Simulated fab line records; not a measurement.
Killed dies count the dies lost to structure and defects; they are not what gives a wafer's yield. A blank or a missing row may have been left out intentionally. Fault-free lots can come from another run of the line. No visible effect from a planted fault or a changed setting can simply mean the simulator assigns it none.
The same fault as seen by 3 desks ; flow n5Finfet ; each desk has only its own numbers; what lay behind them comes last

== TOOL OWNER'S DESK, lithoTrack-01 ==
The tool's own readings at N5_BEOL_M13_PEB_26 (peb time 90 s): means of the sampled wafers that have a number, for each lot that ran on this tool. A lot is out of limits, marked OUT, if its mean lies more than 4 standard deviations from the usual mean; the brackets give that distance.
Columns: A = chillPlateTempC at N5_BEOL_M13_PEB_26, usual 23.00 C; B = exhaustPa at N5_BEOL_M13_PEB_26, usual 45.1 Pa
lot;first seen here;A;B
L902;day 13 14:29;22.98;45.7
L903;day 14 01:32;22.90;44.6
L906;day 14 06:13;23.00;45.2
L908;day 14 20:13;23.06;45.5
L909;day 14 22:14;23.02;45.1
This desk found nothing out of limits on any of the 5 lots.

== FROM THE METROLOGY DESK ==
What the gauges read, lot by lot, whatever tool the lot ran on: means of the sampled wafers that have a number. A lot is out of limits, marked OUT, if its mean lies more than 4 standard deviations from the usual mean; the brackets give that distance.
Columns: A = cdNm at N5_BEOL_M13_CD_MEAS_17, usual 189.6 nm; B = cdNm at N5_BEOL_M13_CD_MEAS_28, usual 208.6 nm
lot;first seen here;A;B
L896;day 11 06:29;189.0;207.8
L897;day 12 12:51;191.4;208.1
L898;day 12 13:25;189.7;208.8
L902;day 13 14:17;190.4;207.4
L905;day 13 19:55;187.5;208.7
L903;day 14 01:19;188.0;208.7
L906;day 14 06:00;185.4;209.8
L908;day 14 19:59;188.7;213.9 (+4.4) OUT
L909;day 14 21:54;189.9;214.3 (+4.7) OUT
L915;day 16 18:08;187.1;209.0
L916;day 17 12:31;189.4;209.3
This desk's verdict: out of limits on L908, L909, starting with L908 at day 14 20:19 (cdNm at N5_BEOL_M13_CD_MEAS_28). In limits: L896, L897, L898, L902, L905, L903, L906, L915, L916.

== THE DEFECT DESK ==
What the inspections along the route counted, lot by lot: means of the sampled wafers that have a number. A lot is out of limits, marked OUT, if its mean lies more than 4 standard deviations from the usual mean; the brackets give that distance.
Columns: A = rawDefectCount at N5_BEOL_M13_INSPECT_30, usual 1.9
lot;first seen here;A
L896;day 11 06:59;3.0
L897;day 12 13:14;1.7
L898;day 12 13:56;3.0
L902;day 13 14:40;2.3
L905;day 13 20:17;2.0
L903;day 14 01:43;2.0
L906;day 14 06:23;1.5
L908;day 14 20:22;1.3
L909;day 14 22:25;2.0
L915;day 16 18:38;2.0
L916;day 17 12:54;2.5
This desk found nothing out of limits on any of the 11 lots.

== ALL TOGETHER ==
At day 14 20:19 the metrology desk could have sounded an alarm, on L908, L909.
Nothing out of limits was seen by the tool owner's desk.
No out-of-limits result turned up at the defect desk.
The tool owner's desk has L908, L909 on record, within its limits.
The defect desk has L908, L909 on record, within its limits.
Every lot named ran N5_BEOL_M13_PEB_26 on lithoTrack-01.

== WHAT THE SIMULATOR PUT IN ==
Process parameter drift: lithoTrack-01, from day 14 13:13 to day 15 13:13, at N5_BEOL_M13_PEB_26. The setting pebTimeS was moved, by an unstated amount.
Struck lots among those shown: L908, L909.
Per desk, hours elapsed from the start of the fault to the first reading out of limits: for the metrology desk, 7.
